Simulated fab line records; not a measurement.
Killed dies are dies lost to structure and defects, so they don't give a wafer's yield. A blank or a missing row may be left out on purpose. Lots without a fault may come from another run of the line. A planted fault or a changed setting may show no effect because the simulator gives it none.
Split-lot study | flow n5-finfet | 21 wafers read from 7 lots, route of 1938 steps

== THE SPLIT ==
At N5_BEOL_M0_SAQP_SPACER2_ALD_26 (deposits SiO2, target thk 15 nm, pulse time 1 s, purge time 2 s), the setting target-thk-a was moved away from the recipe's 150 angstrom on 8 of the 21 wafers read, by -12.5% to +12.8%. The other wafers ran this setting at the recipe's value.

== FROM THE SPLIT TO THE READING: what the file shows between them, 2 steps ==
- N5_BEOL_M0_SAQP_SPACER2_ETCHBACK_27: etches SiO2 in CHF3/O2, target depth 22.5 nm, time 11.25 s
- N5_BEOL_M0_SAQP_MANDREL2_REMOVE_110: chemistry HBr/Cl2/O2, target a-Si, stops on SiCN, bt time 10 s

== THE READING ==
cd-nm, in nm, at N5_BEOL_M0_SAQP_CD_MEAS_29 (target cd 14.4 nm). Fault-free wafers of this fab line usually give 15.02 nm, standard deviation 0.22 nm.

wafer  | tool, chamber at the split | target-thk-a as run, angstrom | against the recipe | cd-nm, nm | against lot-mates on the recipe
L082.1 | ald-sin-01, 1              | 169.2                         | +12.8%             | 17.41     | +2.29
L082.2 | ald-sin-01, 0              | 150                           | recipe             | 15.12     | -
L082.3 | ald-sin-01, 3              | 169.2                         | +12.8%             | 16.93     | +1.81
L083.4 | ald-sin-03, 2,1            | 134.4                         | -10.4%             | 13.67     | -1.68
L083.5 | ald-sin-03, 2,1            | 134.4                         | -10.4%             | 13.72     | -1.63
L083.6 | ald-sin-03, 0              | 150                           | recipe             | 15.35     | -
L087.2 | ald-sin-04, 2              | 155.3                         | +3.5%              | 15.69     | +0.90
L087.5 | ald-sin-04, 0,3            | 150                           | recipe             | 14.84     | -
L087.6 | ald-sin-04, 0,3            | 150                           | recipe             | 14.73     | -
L088.2 | ald-sin-01, 1              | 150                           | recipe             | 14.97     | -
L088.5 | ald-sin-01, 0              | 161.5                         | +7.7%              | 16.60     | +1.63
L088.6 | ald-sin-01, 3              | 161.5                         | +7.7%              | 15.73     | +0.76
L089.1 | ald-sin-04, 0              | 150                           | recipe             | 15.01     | -
L089.5 | ald-sin-04, 3              | 131.3                         | -12.5%             | 13.22     | -1.76
L089.6 | ald-sin-04, 0              | 150                           | recipe             | 14.95     | -
L093.1 | ald-sin-04, 2,1            | 150                           | recipe             | 15.25     | -
L093.3 | ald-sin-04, 2,1            | 150                           | recipe             | 15.09     | -
L093.5 | ald-sin-04, 3              | 150                           | recipe             | 14.77     | -
L094.1 | ald-sin-03, 3,2,3          | 150                           | recipe             | 15.27     | -
L094.4 | ald-sin-03, 3,2,3          | 150                           | recipe             | 14.82     | -
L094.5 | ald-sin-03, 3,2,3          | 150                           | recipe             | 15.17     | -
Where a row lists several chambers, the file gives one row for several wafers and doesn't say which wafer went through which chamber.

FIT RESULTS
A straight line over all 21 wafers: cd-nm changes by +0.15 nm for each +1% of target-thk-a; r = +0.97; the points scatter about the line by 0.25 nm.
The same after taking each lot's own level away (the mean of its wafers on the recipe; 21 wafers): +0.157 nm for each +1%; r = +0.98; scatter 0.22 nm.
The reading moves by 2 nm for the largest change in target-thk-a, on that fit.
The lots' own levels span 14.785 to 15.350 nm, that is 2.6 times the standard deviation above.
Hence the lot-to-lot level has little effect on the slope; both slopes agree.
Check: for one of the wafers moved furthest among these (+12.8%), held out of the fit, the line's prediction against its lot-mates is +1.96 nm. Against them it came out at +2.29 nm.

== THESE WAFERS: OTHER SPLITS ==
Note: prior to the reading, these wafers also went through further splits. Each is held against what the fit with the lots' levels taken away leaves over:
other split on the same wafers                  | wafers away from the commonest value | r with cd-nm (lot level and that fit taken away)
N5_MOL_CONTACT_COAG_ETCHBACK_136 target-depth-a | 11                                   | +0.08
N5_MOL_CONTACT_COAG_CVD_140 target-thk-a        | 6                                    | -0.35

== THE WHOLE CHAIN: every reading that the file lists as answering this split, in the file's order ==
step                                | what it does                                                    | reading                                                                                     | change (the file's fit)               | r (the file's)
N5_BEOL_M0_SAQP_SPACER2_ALD_26      | deposits SiO2, target thk 15 nm, pulse time 1 s, purge time 2 s | SiO2_of_BEOL_M0_SAQP_SPACER2_ALD_26.thk-nm (the simulator's own value, which no gauge read) | +0.139 nm for each +1% of the setting | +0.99
N5_BEOL_M0_SAQP_MANDREL2_REMOVE_110 | chemistry HBr/Cl2/O2, target a-Si, stops on SiCN, bt time 10 s  | BEOL_M0_SAQP.cd-nm (the simulator's own value, which no gauge read)                         | +0.151 nm for each +1% of the setting | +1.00
N5_BEOL_M0_SAQP_CD_MEAS_29          | target cd 14.4 nm                                               | cd-nm                                                                                       | +0.156 nm for each +1% of the setting | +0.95
N5_BEOL_M0_HM_OPEN_105              | chemistry Cl2/BCl3, target TiN, target depth 12 nm              | SiO2_of_BEOL_M0_SAQP_SPACER2_ALD_26.thk-nm (the simulator's own value, which no gauge read) | +0.115 nm for each +1% of the setting | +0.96

== THE FILE'S OWN FIT ==
cd-nm changes by +0.156 nm for each +1% of target-thk-a, r = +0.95.
